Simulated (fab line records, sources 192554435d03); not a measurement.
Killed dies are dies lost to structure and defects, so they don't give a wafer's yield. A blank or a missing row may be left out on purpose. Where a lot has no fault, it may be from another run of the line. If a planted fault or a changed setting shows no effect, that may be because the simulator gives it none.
2 desks, one fault | flow n5-finfet | numbers are kept per desk, each desk with only its own; the story behind them comes last

## TOOL OWNER'S DESK, pecvd-01
The tool's own readings at N5_BEOL_M11_ILD_DEP_00 (deposits SiCOH lowk from DEMS/porogen, target thk 308.51 nm, time 58 s): means of the sampled wafers that have a number, for each lot that ran on this tool. Any lot whose mean is over 4 standard deviations away from the usual mean is out of limits and marked OUT; that distance is given in the brackets.
Columns: A = heater-power-w at N5_BEOL_M11_ILD_DEP_00, usual 304 W; B = showerhead-plenum-p-Torr at N5_BEOL_M11_ILD_DEP_00, usual 5.738 Torr; C = susceptor-temp-C at N5_BEOL_M11_ILD_DEP_00, usual 300.00 C; D = throttle-valve-pct at N5_BEOL_M11_ILD_DEP_00, usual 13.7 %
lot  | first seen here | A   | B     | C                | D
L806 | day 10 19:04    | 306 | 5.741 | 299.88           | 14.0
L808 | day 11 05:01    | 277 | 5.748 | 299.68           | 13.6
L817 | day 13 06:11    | 333 | 5.737 | 300.12           | 13.9
L819 | day 14 08:31    | 231 | 5.735 | 307.57 (+40) OUT | 13.8
L821 | day 14 11:48    | 288 | 5.723 | 307.35 (+39) OUT | 13.7
This desk's finding: out of limits on L819, L821; first on L819, day 14 08:31 (susceptor-temp-C at N5_BEOL_M11_ILD_DEP_00). L806, L808, L817 stayed within limits.

## THE METROLOGY DESK
What the gauges read, lot by lot, whatever tool the lot ran on: means of the sampled wafers that have a number. Any lot whose mean is over 4 standard deviations away from the usual mean is out of limits and marked OUT; that distance is given in the brackets.
Columns: A = cd-nm at N5_BEOL_M10_CD_MEAS_35, usual 69.9 nm; B = M11_ILD_THK at N5_BEOL_M11_THK_MEAS_01, usual 267 nm
lot  | first seen here | A    | B
L806 | day 10 15:44    | 70.9 | 267
L808 | day 11 01:13    | 70.9 | 266
L811 | day 11 11:54    | 70.6 | 266
L816 | day 13 01:59    | 70.1 | 269
L814 | day 13 02:13    | 68.8 | 264
L817 | day 13 03:35    | 70.3 | 269
L818 | day 13 09:13    | 69.4 | 262
L819 | day 14 02:48    | 68.7 | 258
L821 | day 14 08:52    | 69.9 | 256
L823 | day 15 00:20    | 70.0 | 268
L825 | day 15 09:21    | 70.7 | 272
L826 | day 15 16:11    | 70.6 | 270
Result from this desk: across the 12 lots, nothing is out of limits.

## ALL TOGETHER
The tool owner's desk could have raised an alarm at day 14 08:31, on L819, L821.
Metrology desk: nothing out of limits seen.
The metrology desk holds a record of L819, L821, inside its limits.
All the named lots went through N5_BEOL_M11_ILD_DEP_00 on pecvd-01.

## WHAT WAS PUT IN BY THE SIMULATOR
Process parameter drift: pecvd-01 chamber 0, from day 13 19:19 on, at N5_BEOL_M11_ILD_DEP_00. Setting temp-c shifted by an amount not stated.
Struck lots among those shown: L819, L821.
Hours from the fault's start to each desk's first reading out of limits: the tool owner's desk, 13.
